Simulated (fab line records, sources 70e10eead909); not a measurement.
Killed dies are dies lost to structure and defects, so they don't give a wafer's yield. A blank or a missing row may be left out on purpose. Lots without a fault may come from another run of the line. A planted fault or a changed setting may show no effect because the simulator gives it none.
Chamber matching | flow nand_harc | NHARC_A_DECK1_JOINT_ETCHBACK_00 on rie_si-06: 4 sister chambers
The step etches the open film in HBr, target depth 30 nm, time 17.4 s. 22 wafers are shown with their chamber, then 11 later ones without.

WAFERS WITH THEIR CHAMBER
wafer  | chamber | drypump_motor_current_A (A) | oes_product_au (a.u.) | hbr_flow_sccm (sccm)
L074.1 | 0       | 5.8                         | 0.992                 | 150.6
L074.2 | 1       | 6.2                         | 0.997                 | 150.0
L074.3 | 3       | 5.8                         | 1.007                 | 150.0
L076.1 | 0       | 5.7                         | 0.998                 | 150.3
L076.5 | 1       | 6.1                         | 1.001                 | 150.1
L076.6 | 2       | 6.0                         | 0.999                 | 150.6
L078.3 | 3       | 5.7                         | 0.994                 | 150.0
L078.5 | 0       | 5.8                         | 0.994                 | 149.9
L078.6 | 3       | 5.7                         | 1.002                 | 149.7
L079.1 | 3       | 5.8                         | 0.994                 | 150.3
L079.5 | 2       | 6.0                         | 1.003                 | 150.3
L079.6 | 1       | 6.1                         | 1.001                 | 150.1
L081.2 | 2       | 6.0                         | 0.998                 | 149.6
L081.3 | 1       | 6.1                         | 0.999                 | 150.5
L081.4 | 0       | 5.8                         | 0.985                 | 150.3
L084.1 | 0       | 5.8                         | 0.993                 | 150.2
L084.2 | 1       | 6.1                         | 0.999                 | 149.5
L084.6 | 3       | 5.8                         | 1.004                 | 149.7
L085.2 | 1       | 6.1                         | 1.007                 | 149.9
L085.4 | 3       | 5.8                         | 1.003                 | 149.7
L085.5 | 3       | 5.7                         | 1.000                 | 150.3
L090.3 | 0       | 5.7                         | 1.000                 | 149.9

SIGNATURES (means of the wafers above)
reading                 | chamber 0 | chamber 1 | chamber 2 | chamber 3 | scatter within a chamber
drypump_motor_current_A | 5.767     | 6.117     | 6.000     | 5.757     | 0.0464
oes_product_au          | 0.99367   | 1.00067   | 1.00000   | 1.00057   | 0.00446
hbr_flow_sccm           | 150.200   | 150.017   | 150.167   | 149.957   | 0.321
Rule: a wafer's distance from a chamber is the root of the sum, over the readings, of the square of ((its reading less the chamber's mean) divided by the reading's scatter). The wafer belongs to the nearest chamber; if the next one is less than 2 further off, it can't be placed. The scatter: the root of (the sum of the squares of (reading less its chamber's mean) over the shown wafers, divided by (wafers less chambers)).

WAFERS WITHOUT THEIR CHAMBER
wafer  | drypump_motor_current_A (A) | oes_product_au (a.u.) | hbr_flow_sccm (sccm)
L090.4 | 6.0                         | 1.000                 | 150.1
L090.5 | 5.7                         | 1.000                 | 150.2
L093.1 | 6.1                         | 1.019                 | 150.5
L093.4 | 6.0                         | 0.995                 | 149.4
L093.5 | 6.1                         | 1.014                 | 150.4
L095.2 | 6.2                         | 1.012                 | 149.2
L095.3 | 5.7                         | 1.004                 | 150.5
L095.6 | 6.1                         | 1.007                 | 149.7
L097.1 | 5.8                         | 0.999                 | 149.2
L097.2 | 5.8                         | 0.989                 | 149.7
L097.4 | 6.0                         | 1.000                 | 149.9

WHICH CHAMBER EACH WENT THROUGH
wafer  | from the rows above     | in truth
L090.4 | 2                       | 2
L090.5 | can't be placed: 3 or 0 | 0
L093.1 | can't be placed: 1 or 2 | 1
L093.4 | can't be placed: 2 or 1 | 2
L093.5 | can't be placed: 1 or 2 | 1
L095.2 | can't be placed: 1 or 2 | 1
L095.3 | can't be placed: 3 or 0 | 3
L095.6 | can't be placed: 1 or 2 | 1
L097.1 | can't be placed: 3 or 0 | 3
L097.2 | can't be placed: 0 or 3 | 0
L097.4 | can't be placed: 2 or 1 | 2
Placed correctly: 1 of 11. Can't be placed from these rows: 10 (the true chamber is among the candidates in 10). Placed wrongly: 0.
